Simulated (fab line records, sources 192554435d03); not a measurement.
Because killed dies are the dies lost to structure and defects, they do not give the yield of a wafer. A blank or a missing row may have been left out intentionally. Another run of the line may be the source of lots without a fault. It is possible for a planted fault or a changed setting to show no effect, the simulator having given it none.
Matching of chambers :: flow n5 finfet :: rie diel-01 running N5_BEOL_M4_ETCH_77: 4 sister chambers
The step etches underlayer in N2/H2, target depth 6.5 nm, time 5.2 s. 8 wafers are shown with their chamber, then 11 later ones without.

## WAFERS PAIRED WITH THEIR CHAMBERS
wafer: L078.3
chamber: 0
showerhead plenum p Torr (Torr): 2.53
oes product au (a.u.): 0.61

wafer: L082.6
chamber: 2
showerhead plenum p Torr (Torr): 2.59
oes product au (a.u.): 0.77

wafer: L084.2
chamber: 1
showerhead plenum p Torr (Torr): 2.44
oes product au (a.u.): 0.62

wafer: L084.3
chamber: 2
showerhead plenum p Torr (Torr): 2.59
oes product au (a.u.): 0.77

wafer: L085.2
chamber: 3
showerhead plenum p Torr (Torr): 2.45
oes product au (a.u.): 0.74

wafer: L085.3
chamber: 1
showerhead plenum p Torr (Torr): 2.44
oes product au (a.u.): 0.60

wafer: L085.6
chamber: 3
showerhead plenum p Torr (Torr): 2.45
oes product au (a.u.): 0.73

wafer: L089.1
chamber: 0
showerhead plenum p Torr (Torr): 2.52
oes product au (a.u.): 0.59

## WAFERS WHOSE CHAMBER IS MISSING
wafer: L089.3
showerhead plenum p Torr (Torr): 2.59
oes product au (a.u.): 0.77

wafer: L089.4
showerhead plenum p Torr (Torr): 2.45
oes product au (a.u.): 0.73

wafer: L090.2
showerhead plenum p Torr (Torr): 2.43
oes product au (a.u.): 0.60

wafer: L090.5
showerhead plenum p Torr (Torr): 2.52
oes product au (a.u.): 0.60

wafer: L090.6
showerhead plenum p Torr (Torr): 2.59
oes product au (a.u.): 0.76

wafer: L095.1
showerhead plenum p Torr (Torr): 2.52
oes product au (a.u.): 0.59

wafer: L095.2
showerhead plenum p Torr (Torr): 2.58
oes product au (a.u.): 0.73

wafer: L095.3
showerhead plenum p Torr (Torr): 2.43
oes product au (a.u.): 0.60

wafer: L097.2
showerhead plenum p Torr (Torr): 2.51
oes product au (a.u.): 0.59

wafer: L097.4
showerhead plenum p Torr (Torr): 2.43
oes product au (a.u.): 0.60

wafer: L097.5
showerhead plenum p Torr (Torr): 2.45
oes product au (a.u.): 0.73

## WHICH CHAMBER EACH ONE RAN IN
wafer: L089.3
from the rows above: 2
in truth: 2

wafer: L089.4
from the rows above: 3
in truth: 3

wafer: L090.2
from the rows above: 1
in truth: 1

wafer: L090.5
from the rows above: 0
in truth: 0

wafer: L090.6
from the rows above: 2
in truth: 2

wafer: L095.1
from the rows above: 0
in truth: 0

wafer: L095.2
from the rows above: 2
in truth: 2

wafer: L095.3
from the rows above: 1
in truth: 1

wafer: L097.2
from the rows above: 0
in truth: 0

wafer: L097.4
from the rows above: 1
in truth: 1

wafer: L097.5
from the rows above: 3
in truth: 3
Placed correctly: 11 of 11. From these rows, 0 cannot be placed. Placed wrongly: 0.
How it was worked out, from the rows above alone: a wafer's distance from a chamber is the root of the sum, over the readings, of the square of ((its reading less the chamber's mean) divided by the reading's scatter). The wafer belongs to the nearest chamber; if the next one is less than 2 further off, it can't be placed. The mean given for a chamber averages the wafers shown for that chamber. The scatter is the square root of a quotient: the sum, over the shown wafers, of each reading's squared deviation from its chamber's mean, divided by wafers minus chambers.
